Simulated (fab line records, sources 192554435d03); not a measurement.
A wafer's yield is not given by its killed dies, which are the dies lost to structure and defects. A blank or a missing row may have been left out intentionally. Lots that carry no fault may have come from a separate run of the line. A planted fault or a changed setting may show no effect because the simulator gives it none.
fab line records	flow n5-finfet
record: lots: 9	wafers: 25	last-day: 20
route steps=1938 shown BEOL_M4@1111 BEOL_M13@1679 PASSIVATION@1936
lots with no fault: from the same line, run without faults
start-h: hours from the record's first day to the start of the lot's first wafer shown	wait-h: how many hours have passed since the lot's step before this one	" same as the row above	L1.1+2: several wafers, shown together as one row	- either no value or no given start	* or withheld: withheld	< > ~ a bound
route shown NAME@n: NAME is a module with steps in the file, n the number in the route of the first one	usual: average and standard deviation across the fault-free wafers	same: alike in all rows	chamber/n: place in a boat	sites: per-site readings	_std_site: standard deviation across them	_edge_site: inner sites' mean taken away from outer sites' mean	radius-mm: how far each site lies from the wafer's centre	mask NAME#n: copy n	behind: tool/chamber where the wafer was last shaped	hold: cause of the lot's hold/its duration in hours/its outcome	device: names the non-switching transistor (n, p or np)	end of line: tests run on the same wafers once the route is complete	a step with no rows: only its recipe	killed: the dies lost at the first sort to structure and to defects; this is not the yield of the wafer	map: the dies of a wafer, with x for killed, . for not killed, _ for no die there
set.NAME: the setting that was run; set.NAME@STEP: the one run at that earlier step	model.NAME: the simulator's own value behind a step, which no gauge read
one table for each step of the route and one row for each wafer, over a sample of lots
services: a tool's chamber out of use, with start hour (start-h, from the record's first day; less than 0 if before it), hours out, and reason
== steps ==
step: N5_BEOL_M4_RC_MEAS_101
usual: DIBL_N: 36.5/2.1	DIBL_P: 36.6/2.6	IOFF_N: 0.17/0.044	IOFF_P: 0.21/0.048	ION_N: 674/17	ION_P: 462/9.5	SS_N: 71.6/0.77	SS_P: 73.5/0.72	VT_N: 250/4.2	VT_P: -250/3.9
lot.wafer	tool	chamber	start-h	wait-h	DIBL_N[mV/V]	DIBL_P[mV/V]	IOFF_N[nA/um]	IOFF_P[nA/um]	ION_N[uA/um]	ION_P[uA/um]	SS_N[mV/dec]	SS_P[mV/dec]	VT_N[mV]	VT_P[mV]
L239.1	prober-01	0	222.07	0.0	41.7	40.4	0.31	0.35	707	476	73.8	74.9	241	-242
L239.3	"	0	"	"	34.2	32.3	0.13	0.19	678	467	70.7	72.7	251	-250
L239.6	"	0	"	"	40.5	40.5	0.29	0.34	703	475	72.2	74.8	241	-243
L237.4	prober-02	0	224.41	0.5	34.9	33.9	0.13	0.17	671	460	70.6	73.4	255	-254
L237.5	"	0	"	"	37.0	37.6	0.17	0.22	684	468	71.1	74.7	248	-252
L248.1	prober-01	0	288.22	0.0	38.7	38.6	0.21	0.25	703	473	71.7	74.1	243	-249
L248.2	"	0	"	"	38.1	38.9	0.21	0.25	696	480	71.5	73.7	244	-248
L248.4	"	0	"	"	36.4	36.6	0.16	0.21	677	455	70.9	73.3	248	-250
L252.1	prober-01	0	299.93	0.0	37.2	36.8	0.19	0.27	692	484	72.1	74.2	245	-244
L252.4	"	0	"	"	33.4	33.5	0.13	0.20	670	467	70.7	73.6	251	-249
L252.5	"	0	"	"	35.6	34.8	0.16	0.23	662	469	71.8	73.9	249	-244
L247.2	prober-02	0	300.01	0.2	37.6	39.6	0.18	0.24	667	456	72.1	74.0	250	-249
L247.4	"	0	"	"	33.3	33.2	0.12	0.15	664	453	70.7	72.2	253	-255
L247.6	"	0	"	"	38.7	41.4	0.20	0.28	664	460	72.3	74.4	247	-250
L250.1	prober-02	0	300.79	0.5	37.3	36.0	0.16	0.23	677	461	71.2	73.4	248	-247
L250.2	"	0	"	"	35.9	32.5	0.13	0.17	642	446	70.9	72.0	254	-252
L250.6	"	0	"	"	33.9	32.2	0.11	0.17	643	449	70.0	71.7	252	-249
L254.3	prober-01	0	317.52	0.3	36.3	36.1	0.14	0.17	664	456	72.5	73.6	254	-256
L254.6	"	0	"	"	35.6	35.6	0.12	0.15	648	443	71.6	73.0	254	-259
L255.4	prober-01	0	331.73	0.5	37.5	38.9	0.19	0.24	684	467	71.8	73.3	248	-251
L255.5	"	0	"	"	36.8	37.7	0.17	0.23	680	472	72.5	73.1	249	-248
L255.6	"	0	"	"	38.7	40.5	0.22	0.26	683	461	72.5	73.6	247	-246
L258.1	prober-01	0	349.42	0.0	34.9	36.2	0.12	0.17	664	459	71.3	73.3	257	-256
L258.4	"	0	"	"	37.3	38.6	0.16	0.21	671	469	71.8	74.0	252	-251
L258.6	"	0	"	"	35.3	35.4	0.13	0.16	666	453	71.5	72.8	255	-258
step: N5_BEOL_M13_CD_MEAS_17
recipe: target-cd-nm: 190	polarity: opening
usual: cd-nm: 190.9/1.8
lot.wafer	tool	chamber	start-h	wait-h	cd-nm
L239.1	cd-sem-02	-	293.95	0.0	188.3
L239.3	"	-	"	"	191.2
L239.6	"	-	"	"	191.8
L237.4	cd-sem-03	-	295.67	0.0	189.0
L237.5	"	-	"	"	190.1
L248.1	cd-sem-03	-	364.78	0.0	189.3
L248.2	"	-	"	"	190.3
L248.4	"	-	"	"	191.8
L250.1	cd-sem-03	-	371.55	0.0	189.3
L250.2	"	-	"	"	190.7
L250.6	"	-	"	"	189.9
L247.2	cd-sem-02	-	373.95	0.0	193.3
L247.4	"	-	"	"	192.6
L247.6	"	-	"	"	192.2
L252.1	cd-sem-02	-	374.26	0.0	191.7
L252.4	"	-	"	"	189.9
L252.5	"	-	"	"	190.0
L254.3	cd-sem-01	-	397.50	0.0	193.0
L254.6	"	-	"	"	189.9
L255.4	cd-sem-01	-	418.62	0.0	191.7
L255.5	"	-	"	"	189.8
L255.6	"	-	"	"	187.6
L258.1	cd-sem-03	-	428.76	0.0	187.5
L258.4	"	-	"	"	191.0
L258.6	"	-	"	"	190.5
step: N5_BEOL_M13_STRIP_37
recipe: chemistry: N2/H2	power-w: 1000	temp-c: 250	h2-frac: 0.65	overash-fraction: 0.3	pressure-mtorr: withheld	n2-flow-sccm: 1750	h2-flow-sccm: 3250
usual: drypump-motor-current-A: 6.08/0.17	heater-power-w: 319/23	oes-product-au: 0.784/0.011
same: overash-fraction: 0.3
lot.wafer	tool	chamber	start-h	wait-h	drypump-motor-current-A	heater-power-w	oes-product-au	rf-hours-counter-h
L239.1	plasma-asher-01	1	295.11	0.0	6.26	324	0.787	79
L239.3	"	0	"	"	6.11	285	0.802	-
L239.6	"	1	"	"	6.25	327	0.788	-
L237.4	plasma-asher-01	1	296.89	0.1	6.28	330	0.798	-
L237.5	"	0	"	"	6.07	301	0.797	-
L248.1	plasma-asher-02	0	365.94	0.0	6.17	318	0.792	143
L248.2	"	1	"	"	5.80	342	0.804	143
L248.4	"	1	"	"	5.77	351	0.774	-
L250.1	plasma-asher-01	1	372.83	0.0	6.20	321	0.785	94
L250.2	"	0	"	"	6.11	291	0.788	94
L250.6	"	1	"	"	6.29	327	0.781	-
L247.2	plasma-asher-01	0	374.98	0.0	6.08	297	0.754	94
L247.4	"	0	"	"	6.09	289	0.785	-
L247.6	"	0	"	"	6.10	284	0.793	-
L252.1	plasma-asher-01	1	375.42	0.0	6.23	334	0.769	94
L252.4	"	0	"	"	6.10	293	0.772	-
L252.5	"	0	"	"	6.11	291	0.779	-
L254.3	plasma-asher-02	1	398.55	0.1	5.78	357	0.804	-
L254.6	"	1	"	"	5.76	348	0.794	-
L255.4	plasma-asher-02	1	419.67	0.1	5.79	353	0.771	-
L255.5	"	0	"	"	6.17	312	0.787	-
L255.6	"	1	"	"	5.81	355	0.790	-
L258.1	plasma-asher-01	0	429.81	0.0	6.09	294	0.769	104
L258.4	"	1	"	"	6.26	324	0.776	-
L258.6	"	1	"	"	6.28	338	0.783	-
step: N5_BEOL_M13_SPUTTER_43
recipe: material: TaN	target-thk-a: 150	temp-c: 50	bias-v: 168.6	power-w: 15000	chamber-pressure-pa: 0.12	time-s: 24.19
usual: bias-v: 168.9/1.7	cathode-dc-power-W: 15000/2.6	susceptor-temp-C: 49.99/0.11	throttle-valve-pct: 29.6/0.84	time-s: 24.19/0
lot.wafer	tool	chamber	start-h	wait-h	bias-v	cathode-dc-power-W	susceptor-temp-C	throttle-valve-pct	time-s
L239.1	pvd-sputter-02	-	296.52	0.0	165.6	15002	50.02	28.8	24.19
L239.3	"	-	"	"	170.3	14996	49.89	29.3	24.19
L239.6	"	-	"	"	162.9	14999	50.08	29.5	24.19
L237.4	pvd-sputter-03	-	303.50	0.0	168.6	15001	50.17	29.8	24.19
L237.5	"	-	"	"	170.1	15002	50.03	28.6	24.19
L248.1	pvd-sputter-03	-	368.26	0.0	-	-	-	-	-
L248.2	"	-	"	"	-	-	-	-	-
L248.4	"	-	"	"	-	-	-	-	-
L250.1	pvd-sputter-02	-	373.24	0.0	-	-	-	-	-
L250.2	"	-	"	"	-	-	-	-	-
L250.6	"	-	"	"	-	-	-	-	-
L247.2	pvd-sputter-03	-	377.68	0.0	-	-	-	-	-
L247.4	"	-	"	"	-	-	-	-	-
L247.6	"	-	"	"	-	-	-	-	-
L252.1	pvd-sputter-02	-	378.02	0.0	168.1	15002	49.90	29.3	24.19
L252.4	"	-	"	"	168.8	15004	50.04	29.1	24.19
L252.5	"	-	"	"	167.7	15004	49.97	29.6	24.19
L254.3	pvd-sputter-03	-	402.03	0.0	171.9	15000	49.86	29.2	24.19
L254.6	"	-	"	"	173.8	15000	50.11	29.1	24.19
L255.4	pvd-sputter-03	-	420.86	0.0	167.0	15002	49.92	29.0	24.19
L255.5	"	-	"	"	170.1	14997	50.03	29.7	24.19
L255.6	"	-	"	"	167.1	14999	49.96	31.3	24.19
L258.1	pvd-sputter-02	-	448.73	0.0	168.4	14997	50.10	28.7	24.19
L258.4	"	-	"	"	168.5	15002	49.92	30.3	24.19
L258.6	"	-	"	"	165.7	14997	50.10	28.8	24.19
step: N5_BEOL_M13_SPUTTER_45
recipe: material: Cu	target-thk-a: 800	temp-c: -20	bias-v: 60	power-w: 26000	chamber-pressure-pa: 0.13	time-s: 13.33
usual: bias-v: 60.1/0.61	cathode-dc-power-W: 26000/4.7	chuck-sensor-temp-C: -15.7/0.53	susceptor-temp-C: -19.98/0.11	throttle-valve-pct: 29.6/0.85
same: time-s: 13.33
lot.wafer	tool	chamber	start-h	wait-h	bias-v	cathode-dc-power-W	chuck-sensor-temp-C	susceptor-temp-C	throttle-valve-pct
L239.1	pvd-sputter-02	-	296.68	0.0	59.5	26002	-16.7	-19.97	28.7
L239.3	"	-	"	"	59.6	26003	-15.7	-19.95	29.3
L239.6	"	-	"	"	60.0	26003	-15.4	-20.03	29.6
L237.4	pvd-sputter-03	-	303.66	0.0	60.1	25995	-15.3	-20.00	30.0
L237.5	"	-	"	"	60.4	26003	-15.5	-20.11	28.8
L248.1	pvd-sputter-03	-	368.42	0.0	60.9	26001	-15.4	-20.04	29.9
L248.2	"	-	"	"	60.3	26007	-15.5	-19.92	28.5
L248.4	"	-	"	"	59.2	25993	-15.3	-19.84	29.1
L250.1	pvd-sputter-02	-	373.40	0.0	60.1	26002	-16.8	-19.96	29.0
L250.2	"	-	"	"	59.5	26000	-15.3	-20.05	29.7
L250.6	"	-	"	"	59.5	26001	-15.4	-19.94	29.5
L247.2	pvd-sputter-03	-	377.84	0.0	60.5	25995	-14.9	-19.91	31.2
L247.4	"	-	"	"	60.6	25995	-15.3	-19.96	29.7
L247.6	"	-	"	"	60.6	25992	-15.5	-20.02	28.8
L252.1	pvd-sputter-02	-	378.18	0.0	60.4	26003	-15.6	-20.05	29.4
L252.4	"	-	"	"	60.9	25991	-16.8	-19.87	29.1
L252.5	"	-	"	"	60.7	25992	-15.3	-19.91	29.5
L254.3	pvd-sputter-03	-	402.19	0.0	60.3	26002	-15.2	-19.91	29.4
L254.6	"	-	"	"	59.5	25994	-15.3	-19.84	29.1
L255.4	pvd-sputter-03	-	421.02	0.0	60.5	25994	-15.3	-19.98	29.0
L255.5	"	-	"	"	60.3	26001	-15.4	-20.03	29.8
L255.6	"	-	"	"	59.5	26001	-15.0	-19.94	31.3
L258.1	pvd-sputter-02	-	448.89	0.0	60.8	25989	-16.8	-19.95	29.1
L258.4	"	-	"	"	60.4	25999	-16.2	-19.93	30.4
L258.6	"	-	"	"	61.2	26006	-16.6	-19.81	29.1
step: N5_BEOL_M13_CMP_49
recipe: stop-on: SiOC	t-overpolish-s: 17.1	down-force-psi: 1	platen-rpm: 50	clearing-platen-down-force-psi: 1.5	clearing-platen-rpm: 50	post-cmp-clean: cu-alkaline	target-thk-nm: 420	clearing-platen-pad-velocity-m-s: 0.99484	pad-velocity-m-s: 0.99484
usual: barrier-field-endpoint-s: 30.4/0.89	clearing-platen-down-force-psi: 1.5005/0.0028	motor-current-A: 6.1/0.72
lot.wafer	tool	chamber	start-h	wait-h	barrier-field-endpoint-s	clearing-platen-down-force-psi	motor-current-A
L239.1	cmp-01	0	297.40	0.3	29.8	1.5003	6.9
L239.3	"	2	"	"	30.4	1.4934	6.0
L239.6	"	0	"	"	30.3	1.4965	6.9
L237.4	cmp-01	0	304.98	0.2	29.8	1.5003	6.5
L237.5	"	1	"	"	28.6	1.4968	5.4
L248.4	cmp-04	3	369.00	0.1	12.3	1.5004	6.4
L248.2	"	0	"	"	12.1	1.4997	6.0
L248.1	"	2	"	"	12.0	1.5004	5.5
L250.1	cmp-04	2	374.31	0.3	12.6	1.5031	5.5
L250.2	"	1	"	"	12.1	1.5013	6.5
L250.6	"	2	"	"	12.6	1.5003	5.3
L247.2	cmp-04	1	378.51	0.2	12.2	1.5024	6.7
L247.4	"	3	"	"	12.3	1.4961	6.4
L247.6	"	1	"	"	12.5	1.5017	6.6
L252.4	cmp-02	2	379.28	0.4	29.5	1.5010	5.0
L252.1	"	0	"	"	29.8	1.5034	7.5
L252.5	"	1	"	"	29.4	1.4975	5.8
L254.3	cmp-02	2	402.86	0.3	30.8	1.5044	5.0
L254.6	"	0	"	"	30.3	1.4994	7.7
L255.4	cmp-04	1	421.64	0.2	30.2	1.4971	6.7
L255.6	"	0	"	"	31.1	1.5030	6.1
L255.5	"	1	"	"	31.3	1.4968	6.6
L258.1	cmp-02	1	449.47	0.3	30.0	1.4987	6.2
L258.4	"	0	"	"	29.5	1.4999	7.9
L258.6	"	1	"	"	30.2	1.4987	5.7
step: N5_PASSIVATION_PROBE_49
usual: defect-limited-yield: 91.2/1.5	killed_at_M0_to_M3: 36/10	killed_at_M4_up: 14/5.2	killed-at-contacts: 12/6	killed-at-front-end: 37/10	killed-at-other: 4/3.3	killed-dies: 104/18	killed-open: 68/14	killed-short: 34/7.4	sort_bin_4_leakage: 0.01/0.04	sort_bin_5_function: 5.2/1	sort_bin_6_memory: 3.3/0.7	sort_bin_8_speed: 0.01/0.045	sort-n-pass: 1076/18	sort-yield-pct: 91.2/1.5
same: gross-dies: 1180	killed-at-back-side: 0
lot.wafer	tool	chamber	start-h	wait-h	defect-limited-yield[%]	killed_at_M0_to_M3	killed_at_M4_up	killed-at-contacts	killed-at-front-end	killed-at-other	killed-dies	killed-open	killed-short	sort_bin_4_leakage[%]	sort_bin_5_function[%]	sort_bin_6_memory[%]	sort_bin_8_speed[%]	sort-n-pass	sort-yield-pct[%]
L250.1	prober-01	-	399.06	0.0	81.4	41	109	6	29	35	220	70	24	0	15.5	2.8	0	960	81.4
L250.2	prober-01	-	399.11	0.1	85.0	49	78	7	35	8	177	75	31	0	10.8	3.6	0.25	1000	84.7
L250.6	prober-01	-	399.31	0.3	86.4	24	102	3	28	3	160	49	20	0	11.6	1.8	0.25	1018	86.3
L248.1	prober-01	-	401.20	0.0	85.5	41	90	2	34	4	171	67	29	0	11.2	3.1	0	1009	85.5
L248.2	prober-01	-	401.25	0.1	84.4	33	103	9	35	4	184	67	33	0	11.6	3.8	0	996	84.4
L248.4	prober-01	-	401.35	0.2	85.3	24	110	9	27	3	173	48	24	0	11.7	2.8	0	1007	85.3
L247.2	prober-02	-	419.64	0.1	84.5	24	103	25	29	2	183	55	36	0	11.2	4.0	0	997	84.5
L247.4	prober-02	-	419.74	0.2	83.2	30	112	9	43	4	198	60	47	0	12.9	3.7	0	982	83.2
L247.6	prober-02	-	419.84	0.3	84.2	35	105	17	28	2	187	75	28	0	12.3	3.4	0	993	84.2
killed by level:class
L250.1 BEOL_M13:area-sputter=95 PASSIVATION:area-etch=30 BEOL_M2:geometric-particle:open=12 BEOL_M3:geometric-particle:open=10 FIN_SAQP:geometric-particle:open=7 STI_FIN_REVEAL:geometric-particle:open=7 BEOL_M4:geometric-particle:open=7 BEOL_M0_SAQP:geometric-particle:short=5
L250.2 BEOL_M13:area-sputter=68 BEOL_M0_SAQP:geometric-particle:open=15 BEOL_M3:geometric-particle:open=11 BEOL_M0_SAQP:geometric-particle:short=8 MOL_CONTACT_COAG:geometric-particle:open=7 FIN_SAQP:geometric-particle:open=6 BEOL_M4:geometric-particle:open=6 STI_FIN_REVEAL:geometric-particle:open=5
L250.6 BEOL_M13:area-sputter=89 BEOL_M0_SAQP:geometric-particle:open=7 BEOL_M3:geometric-particle:open=7 FIN_SAQP:geometric-particle:open=6 BEOL_M4:geometric-particle:open=6 GATE_CUT:geometric-particle:short=5 STI_FIN_REVEAL:geometric-particle:open=4 BEOL_M0_SAQP:geometric-particle:short=4
L248.1 BEOL_M13:area-sputter=75 BEOL_M0_SAQP:geometric-particle:short=14 STI_FIN_REVEAL:geometric-particle:open=10 BEOL_M3:geometric-particle:open=10 FIN_SAQP:geometric-particle:open=7 BEOL_M0_SAQP:geometric-particle:open=7 BEOL_M4:geometric-particle:open=6 FIN_SAQP:geometric-particle:short=4
L248.2 BEOL_M13:area-sputter=81 BEOL_M4:geometric-particle:open=13 BEOL_M0_SAQP:geometric-particle:open=12 MOL_CONTACT_COAG:geometric-particle:open=9 STI_FIN_REVEAL:geometric-particle:open=8 BEOL_M0_SAQP:geometric-particle:short=7 FIN_SAQP:geometric-particle:short=6 FIN_SAQP:geometric-particle:open=5
L248.4 BEOL_M13:area-sputter=99 BEOL_M0_SAQP:geometric-particle:open=9 FIN_SAQP:geometric-particle:open=7 MOL_CONTACT_COAG:geometric-particle:open=7 BEOL_M0_SAQP:geometric-particle:short=6 BEOL_M0:geometric-particle:open=4 STARTING-WAFER:geometric-particle:short=4 GATE_CUT:geometric-particle:open=3
L247.2 BEOL_M13:area-sputter=91 MOL_CONTACT_COAG:geometric-particle:open=20 FIN_SAQP:geometric-particle:short=5 MOL_CONTACT_COAG:geometric-particle:short=5 BEOL_M0_SAQP:geometric-particle:open=5 BEOL_M3:geometric-particle:short=5 DUMMY_GATE:geometric-particle:open=4 BEOL_M5:geometric-particle:short=4
L247.4 BEOL_M13:area-sputter=91 FIN_SAQP:geometric-particle:open=13 BEOL_M0_SAQP:geometric-particle:open=9 BEOL_M0_SAQP:geometric-particle:short=9 MOL_CONTACT_COAG:geometric-particle:open=6 BEOL_M5:geometric-particle:short=6 FIN_SAQP:geometric-particle:short=5 ILD0:geometric-particle:short=5
L247.6 BEOL_M13:area-sputter=84 MOL_CONTACT_COAG:geometric-particle:open=15 BEOL_M0_SAQP:geometric-particle:open=15 DUMMY_GATE:geometric-particle:open=7 BEOL_M4:geometric-particle:open=7 BEOL_M3:geometric-particle:open=6 BEOL_M0_SAQP:geometric-particle:short=6 FIN_SAQP:geometric-particle:open=5
== services ==
tool	chamber	start-h	hours	kind
cmp-01	-	278.95	0.5	repair
cmp-02	-	289.59	4.6	pm
cmp-02	-	321.72	0.3	repair
cmp-01	-	325.02	0.8	repair
cmp-02	-	328.59	0.6	repair
cmp-04	-	346.47	12.1	pm
cmp-02	-	359.12	1.0	repair
cmp-02	-	367.04	9.2	repair
cmp-01	-	375.79	4.0	pm
cmp-01	-	379.79	-	consumable-replace:conditioner
cmp-01	-	379.79	-	consumable-replace:pad
cmp-04	-	385.72	4.0	pm
cmp-04	-	389.72	-	consumable-replace:conditioner
cmp-04	-	389.72	-	consumable-replace:pad
cmp-02	-	417.21	9.6	repair
cmp-04	-	428.80	6.7	pm
pvd-sputter-02	-	431.19	14.6	repair
plasma-asher-01	-	447.30	2.8	pm
== key ==
first-sign: step: N5_BEOL_M13_SPUTTER_43	reading: tool-record	direction: missing
effect: step: N5_BEOL_M13_CMP_49	reading: barrier-field-endpoint-s	direction: down	sigmas: 20	usual: 30.4	struck: 12.3
effect: step: N5_PASSIVATION_PROBE_49	reading: killed_at_M4_up	direction: up	sigmas: 17	usual: 14	struck: 101
more-kills-born-at: N5_BEOL_M13_SPUTTER_43@pvd-sputter-03: 521	N5_BEOL_M13_SPUTTER_43@pvd-sputter-02: 252
met-at N5_BEOL_M13_SPUTTER_43
struck-lots L247,L248,L250
baseline-loss: step: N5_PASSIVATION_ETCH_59	wafers: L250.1
not-acting-at N5_BEOL_M13_CD_MEAS_17,N5_BEOL_M13_STRIP_37,N5_BEOL_M13_SPUTTER_45
onset-between 303.50 368.26
fault: kind: skipped-step-whole	tool: pvd-sputter-02,pvd-sputter-03	chamber: -	onset-h: 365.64	steps: N5_BEOL_M13_SPUTTER_43	scope: struck-lots-only
baseline-loss: these wafers lose ten dies or more at that step, a loss of the line's own and not of a fault; the sort's usual values leave them out
